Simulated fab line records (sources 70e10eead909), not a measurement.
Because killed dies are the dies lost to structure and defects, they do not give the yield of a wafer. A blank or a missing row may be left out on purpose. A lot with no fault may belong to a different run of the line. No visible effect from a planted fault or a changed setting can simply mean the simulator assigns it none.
Chamber matching    flow nand_harc    4 sister chambers for NHARC_A_CHANNEL_FILL_D1_ALD_25 on ald_hk-01
The step deposits SiOx, target thk 60 nm, pulse time 10 s, ald cycles 600. 4 wafers are shown with their chamber, then 9 later ones without.

== WAFERS PAIRED WITH THEIR CHAMBERS ==
wafer   chamber  heater_power_w (W)
L086.2  3        447
L086.3  0        479
L086.5  1        465
L086.6  2        587

== WAFERS WHOSE CHAMBER IS MISSING ==
wafer   heater_power_w (W)
L089.3  458
L089.5  490
L089.6  480
L088.1  467
L088.3  485
L088.4  561
L094.1  448
L094.4  586
L094.6  580

== WHICH CHAMBER EACH ONE RAN IN ==
wafer   from the rows above           in truth
L089.3  can't be placed: 1 or 3 or 0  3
L089.5  can't be placed: 0 or 1       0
L089.6  can't be placed: 0 or 1       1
L088.1  can't be placed: 1 or 0 or 3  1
L088.3  can't be placed: 0 or 1       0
L088.4  2                             2
L094.1  can't be placed: 3 or 1       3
L094.4  2                             2
L094.6  2                             2
Placed correctly: 3 of 9. Cannot be placed on the basis of these rows: 6; the candidates contain the true chamber in 6. Wrongly placed: 0.
How it was worked out, from the rows above alone: a wafer's distance from a chamber is the root of the sum, over the readings, of the square of ((its reading less the chamber's mean) divided by the reading's scatter). The wafer belongs to the nearest chamber; if the next one is less than 2 further off, it can't be placed. A chamber's mean is the mean of its shown wafers. The scatter: with one shown wafer a chamber, the root of the mean of the squares of how far each hidden wafer lies from its nearest shown one.
